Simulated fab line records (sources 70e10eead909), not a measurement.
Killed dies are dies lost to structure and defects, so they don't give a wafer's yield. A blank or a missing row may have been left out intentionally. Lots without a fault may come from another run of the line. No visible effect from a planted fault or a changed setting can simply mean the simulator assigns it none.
A sampling plan put to the test | flow nand-harc | one fab line, 30 faults that these records tell of, each judged on the records of the lots that it struck; 2 more are left out, because the records don't allow judging them
What counts as the plan is the set of the line's own looks, namely the steps on the route at which a gauge or an inspection reads a wafer and does not change it. A look can be judged if struck wafers have a number there and the file gives its usual mean and standard deviation on fault-free wafers. Caught: at a look after the fault's first step, the mean of the struck wafers lies 4 or more of those standard deviations (sigma) from the usual mean. On the tool: here the same test is run on the tool's own readings at the fault's steps. It also counts as caught if the struck wafers ran another recipe or if their record alone is blank.

== THE FAULTS, as the simulator had put them in ==
1. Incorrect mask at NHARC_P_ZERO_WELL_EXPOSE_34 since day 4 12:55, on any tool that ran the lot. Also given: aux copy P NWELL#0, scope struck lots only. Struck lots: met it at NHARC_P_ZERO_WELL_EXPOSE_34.
2. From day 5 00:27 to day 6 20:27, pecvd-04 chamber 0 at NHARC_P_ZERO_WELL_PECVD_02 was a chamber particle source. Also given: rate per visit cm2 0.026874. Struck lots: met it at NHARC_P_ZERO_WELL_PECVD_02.
3. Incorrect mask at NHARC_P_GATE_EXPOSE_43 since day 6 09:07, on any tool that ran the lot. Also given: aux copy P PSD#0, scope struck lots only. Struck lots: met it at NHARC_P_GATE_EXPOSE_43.
4. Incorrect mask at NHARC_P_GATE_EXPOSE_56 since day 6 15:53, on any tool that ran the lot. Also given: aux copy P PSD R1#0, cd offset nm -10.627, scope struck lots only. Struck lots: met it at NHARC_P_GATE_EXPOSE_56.
5. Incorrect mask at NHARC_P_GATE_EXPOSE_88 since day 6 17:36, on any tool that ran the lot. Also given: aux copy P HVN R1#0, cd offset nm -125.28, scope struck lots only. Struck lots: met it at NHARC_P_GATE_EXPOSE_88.
6. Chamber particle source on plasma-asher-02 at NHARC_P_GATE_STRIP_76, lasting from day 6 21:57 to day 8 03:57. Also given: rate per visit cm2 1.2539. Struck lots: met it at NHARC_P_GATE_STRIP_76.
7. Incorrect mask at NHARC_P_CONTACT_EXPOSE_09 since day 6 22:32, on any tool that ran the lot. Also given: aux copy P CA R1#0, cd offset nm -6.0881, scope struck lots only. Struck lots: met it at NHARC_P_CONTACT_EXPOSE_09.
8. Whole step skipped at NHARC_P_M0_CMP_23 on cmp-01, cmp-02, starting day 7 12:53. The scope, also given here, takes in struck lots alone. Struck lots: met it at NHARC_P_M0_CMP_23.
9. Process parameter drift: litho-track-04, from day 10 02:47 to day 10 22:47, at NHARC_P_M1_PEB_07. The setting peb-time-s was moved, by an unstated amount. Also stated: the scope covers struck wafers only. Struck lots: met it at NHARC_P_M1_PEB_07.
10. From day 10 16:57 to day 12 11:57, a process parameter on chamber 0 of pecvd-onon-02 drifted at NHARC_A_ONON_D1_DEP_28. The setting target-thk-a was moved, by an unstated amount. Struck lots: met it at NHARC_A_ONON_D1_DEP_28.
11. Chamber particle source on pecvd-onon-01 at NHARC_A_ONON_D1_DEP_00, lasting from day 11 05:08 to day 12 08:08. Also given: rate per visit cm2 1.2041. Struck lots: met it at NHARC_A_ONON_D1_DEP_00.
12. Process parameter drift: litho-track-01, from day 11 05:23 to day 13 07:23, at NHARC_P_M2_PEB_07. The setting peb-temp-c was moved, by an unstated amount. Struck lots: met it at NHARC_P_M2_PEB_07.
13. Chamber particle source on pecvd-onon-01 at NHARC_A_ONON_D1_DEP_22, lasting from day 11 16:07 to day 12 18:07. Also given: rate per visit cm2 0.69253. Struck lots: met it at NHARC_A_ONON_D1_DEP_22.
14. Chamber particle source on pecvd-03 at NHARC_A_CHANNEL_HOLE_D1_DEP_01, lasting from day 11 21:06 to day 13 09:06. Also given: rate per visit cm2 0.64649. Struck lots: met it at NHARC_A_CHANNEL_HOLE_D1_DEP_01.
15. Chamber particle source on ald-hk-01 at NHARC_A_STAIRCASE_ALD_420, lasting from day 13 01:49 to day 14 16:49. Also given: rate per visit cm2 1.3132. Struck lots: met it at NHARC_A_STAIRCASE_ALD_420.
16. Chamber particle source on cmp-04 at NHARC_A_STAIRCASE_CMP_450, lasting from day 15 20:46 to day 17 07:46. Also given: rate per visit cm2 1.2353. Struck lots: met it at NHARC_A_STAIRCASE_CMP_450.
17. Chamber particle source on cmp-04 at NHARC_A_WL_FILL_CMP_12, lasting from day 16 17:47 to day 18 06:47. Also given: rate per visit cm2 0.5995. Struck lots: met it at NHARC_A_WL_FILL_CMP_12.
18. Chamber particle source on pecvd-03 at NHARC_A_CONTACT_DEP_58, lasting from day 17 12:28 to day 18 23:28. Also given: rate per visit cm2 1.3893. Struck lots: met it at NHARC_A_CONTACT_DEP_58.
19. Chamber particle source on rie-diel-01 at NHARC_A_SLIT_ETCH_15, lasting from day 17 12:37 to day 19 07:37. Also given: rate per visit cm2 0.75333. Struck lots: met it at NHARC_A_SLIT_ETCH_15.
20. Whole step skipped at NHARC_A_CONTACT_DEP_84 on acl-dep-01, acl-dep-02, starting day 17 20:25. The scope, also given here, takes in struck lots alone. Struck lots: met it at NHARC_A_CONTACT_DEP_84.
21. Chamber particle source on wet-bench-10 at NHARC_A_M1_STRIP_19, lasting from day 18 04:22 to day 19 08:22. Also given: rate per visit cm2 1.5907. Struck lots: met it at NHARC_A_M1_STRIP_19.
22. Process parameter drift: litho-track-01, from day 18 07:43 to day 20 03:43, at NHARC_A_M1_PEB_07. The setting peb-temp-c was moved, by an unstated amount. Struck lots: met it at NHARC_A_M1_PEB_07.
23. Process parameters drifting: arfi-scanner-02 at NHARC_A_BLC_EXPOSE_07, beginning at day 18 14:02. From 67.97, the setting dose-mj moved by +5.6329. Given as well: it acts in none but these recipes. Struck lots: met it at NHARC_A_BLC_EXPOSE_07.
24. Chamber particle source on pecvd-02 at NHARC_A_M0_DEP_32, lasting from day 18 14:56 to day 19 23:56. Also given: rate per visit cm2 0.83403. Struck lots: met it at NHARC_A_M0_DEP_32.
25. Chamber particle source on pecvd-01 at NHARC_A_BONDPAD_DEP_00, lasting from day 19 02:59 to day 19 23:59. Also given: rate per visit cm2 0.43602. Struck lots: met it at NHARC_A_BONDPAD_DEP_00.
26. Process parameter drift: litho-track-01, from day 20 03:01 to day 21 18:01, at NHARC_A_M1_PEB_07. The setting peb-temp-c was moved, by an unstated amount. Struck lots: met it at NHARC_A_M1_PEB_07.
27. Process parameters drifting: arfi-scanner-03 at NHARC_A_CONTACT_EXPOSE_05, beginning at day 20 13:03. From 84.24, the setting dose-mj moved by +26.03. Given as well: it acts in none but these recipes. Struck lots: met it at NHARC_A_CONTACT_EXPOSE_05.
28. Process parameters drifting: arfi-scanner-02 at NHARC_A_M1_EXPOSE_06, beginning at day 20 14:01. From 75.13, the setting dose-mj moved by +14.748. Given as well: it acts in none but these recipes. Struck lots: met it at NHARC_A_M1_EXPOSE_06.
29. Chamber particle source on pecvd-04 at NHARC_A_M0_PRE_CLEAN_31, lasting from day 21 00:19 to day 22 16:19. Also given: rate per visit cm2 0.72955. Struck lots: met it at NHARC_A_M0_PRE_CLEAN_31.
30. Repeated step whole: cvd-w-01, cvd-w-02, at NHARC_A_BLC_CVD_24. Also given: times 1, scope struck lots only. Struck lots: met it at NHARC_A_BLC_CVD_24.

== WHAT THE PLAN SAW ==
fault | on the tool itself                               | first look that catches it                      | reading, sigma                                        | median hours from its first step to that look | hours from the fault's start to the first struck lot there | judged looks passed uncaught
1     | under 2 sigma                                    | no look after it can be judged                  | -                                                     | -                                             | -                                                          | 0
2     | no reading that can be judged                    | NHARC_P_STI_INSPECT_11                          | raw-defect-count +5.0                                 | 23.2                                          | 29                                                         | 1
3     | no reading that can be judged                    | no look after it can be judged                  | -                                                     | -                                             | -                                                          | 0
4     | under 2 sigma                                    | NHARC_P_GATE_CD_MEAS_59                         | cd-nm -6.2                                            | 0.2                                           | 1                                                          | 0
5     | under 2 sigma                                    | NHARC_P_GATE_CD_MEAS_91                         | cd-nm -62                                             | 0.2                                           | 1                                                          | 0
6     | under 2 sigma                                    | NHARC_P_GATE_INSPECT_68                         | raw-defect-count +9.6                                 | 3.9                                           | 9                                                          | 0
7     | under 2 sigma                                    | NHARC_P_CONTACT_CD_MEAS_12                      | cd-nm -9.4                                            | 0.1                                           | 1                                                          | 0
8     | the tool's record is blank for the struck wafers | NHARC_P_M0_THK_MEAS_24                          | thk-nm +99 or beyond                                  | 0.3                                           | 3                                                          | 0
9     | no reading that can be judged                    | NHARC_P_M1_CD_MEAS_09                           | cd-nm +28                                             | 0.1                                           | 1                                                          | 0
10    | under 2 sigma                                    | NHARC_A_ONON_D1_THK_MEAS_30                     | thk-nm -40                                            | 0.4                                           | 7                                                          | 0
11    | under 2 sigma                                    | none of the 3 looks that can be judged after it | strongest: killed-at-array at NHARC_END_SORT_01, +3.2 | -                                             | -                                                          | 3
12    | plate-temp-C +99 or beyond sigma                 | NHARC_P_M2_CD_MEAS_09                           | cd-nm +59                                             | 0.1                                           | 4                                                          | 0
13    | under 2 sigma                                    | NHARC_END_SORT_01                               | killed-at-array +4.1                                  | 276.1                                         | 287                                                        | 2
14    | under 2 sigma                                    | NHARC_A_CHANNEL_HOLE_D1_INSPECT_12              | raw-defect-count +99 or beyond                        | 0.8                                           | 8                                                          | 0
15    | under 2 sigma                                    | NHARC_END_SORT_01                               | killed-dies +6.2                                      | 175.2                                         | 178                                                        | 2
16    | under 2 sigma                                    | NHARC_END_SORT_01                               | killed-at-array +38                                   | 126.5                                         | 142                                                        | 0
17    | under 2 sigma                                    | NHARC_END_SORT_01                               | killed-at-array +24                                   | 88.3                                          | 90                                                         | 1
18    | under 2 sigma                                    | NHARC_A_CONTACT_INSPECT_71                      | raw-defect-count +64                                  | 0.8                                           | 6                                                          | 0
19    | under 2 sigma                                    | NHARC_A_SIN_REMOVE_INSPECT_04                   | raw-defect-count +4.5                                 | 9.8                                           | 15                                                         | 1
20    | the tool's record is blank for the struck wafers | NHARC_END_SORT_01                               | killed-at-array +58                                   | 64.2                                          | 71                                                         | 0
21    | no reading that can be judged                    | NHARC_END_SORT_01                               | sort_bin_3_pct +18                                    | 51.6                                          | 47                                                         | 4
22    | plate-temp-C -85 sigma                           | NHARC_A_M1_CD_MEAS_09                           | cd-nm -66                                             | 0.1                                           | 2                                                          | 0
23    | exposure-dose-mJ-cm2 +71 sigma                   | NHARC_A_BLC_CD_MEAS_10                          | cd-nm +8.3                                            | 0.1                                           | 2                                                          | 0
24    | under 2 sigma                                    | NHARC_A_M1_INSPECT_11                           | raw-defect-count +37                                  | 1.3                                           | 11                                                         | 0
25    | under 2 sigma                                    | NHARC_END_SORT_01                               | sort_bin_3_pct +9.8                                   | 53.8                                          | 49                                                         | 1
26    | plate-temp-C +29 sigma                           | NHARC_A_M1_CD_MEAS_09                           | cd-nm +15                                             | 0.1                                           | 2                                                          | 0
27    | exposure-dose-mJ-cm2 +99 or beyond sigma         | NHARC_A_CONTACT_CD_MEAS_08                      | cd-nm +29                                             | 0.1                                           | 3                                                          | 0
28    | exposure-dose-mJ-cm2 +99 or beyond sigma         | NHARC_A_M1_CD_MEAS_09                           | cd-nm +13                                             | 0.1                                           | 8                                                          | 0
29    | under 2 sigma                                    | NHARC_A_M1_INSPECT_11                           | raw-defect-count +34                                  | 1.4                                           | 3                                                          | 0
30    | under 2 sigma                                    | not the one look that can be judged after it    | -                                                     | -                                             | -                                                          | 1
A dash: the fault is not caught, or the number is missing from these records.

Caught at a look: 26 of 30. Caught on the tool: 8 of 30. By one or the other: 26 of 30.
Caught at a look alone: faults 2, 4, 5, 6, 7, 9, 10, 13, 14, 15, 16, 17, 18, 19, 21, 24, 25, 29.
Caught by neither: faults 1, 3, 11, 30.

== THINNER SAMPLING ==
In the worst case, this is how late the first struck lot would be measured if the look that catches a fault measured only every second or every third lot, by lot number:
fault | struck lots at that look, in order of time | every lot | every second lot | every third lot
2     | L797                                       | 29 h      | may miss it      | may miss it
4     | L152                                       | 1 h       | may miss it      | may miss it
5     | L830                                       | 1 h       | may miss it      | may miss it
6     | L971, L972                                 | 9 h       | 14 h             | may miss all 2
7     | L751                                       | 1 h       | may miss it      | may miss it
8     | L534, L535, L536                           | 3 h       | 12 h             | 18 h
9     | L883, L887                                 | 1 h       | may miss all 2   | may miss all 2
10    | L546, L548                                 | 7 h       | may miss all 2   | may miss all 2
12    | L444, L445                                 | 4 h       | 20 h             | may miss all 2
13    | L371, L373                                 | 287 h     | may miss all 2   | may miss all 2
14    | L172, L176, L174                           | 8 h       | may miss all 3   | 25 h
15    | L348, L356                                 | 178 h     | may miss all 2   | may miss all 2
16    | L815, L816                                 | 142 h     | 160 h            | may miss all 2
17    | L775, L779                                 | 90 h      | may miss all 2   | may miss all 2
18    | L842, L843                                 | 6 h       | 15 h             | may miss all 2
19    | L279, L280                                 | 15 h      | 15 h             | may miss all 2
20    | L442, L443                                 | 71 h      | 71 h             | may miss all 2
21    | L388, L383                                 | 47 h      | 56 h             | may miss all 2
22    | L737, L744                                 | 2 h       | 42 h             | may miss all 2
23    | L966, L967                                 | 2 h       | 18 h             | may miss all 2
24    | L756, L757                                 | 11 h      | 27 h             | may miss all 2
25    | L790, L791                                 | 49 h      | 75 h             | may miss all 2
26    | L743, L742                                 | 2 h       | 3 h              | may miss all 2
27    | L758, L763                                 | 3 h       | 25 h             | may miss all 2
28    | L458, L462, L459                           | 8 h       | 16 h             | may miss all 3
29    | L481, L484                                 | 3 h       | 32 h             | may miss all 2
Hours are from the fault's start to the first struck lot that is measured. Since the struck wafers were tested as one group against 4 sigma, a single lot by itself may lie under the limit. Other struck lots may not be in these records.

== THE LONGEST TIMED WAY FROM STEP TO LOOK ==
For fault 13, NHARC_A_ONON_D1_DEP_22 and NHARC_END_SORT_01 are separated by a median of 276.1 hours. The looks between them that can be judged stayed within 4 sigma: NHARC_A_BONDPAD_CD_MEAS_13, NHARC_THIN_TSV_CD_MEAS_16.
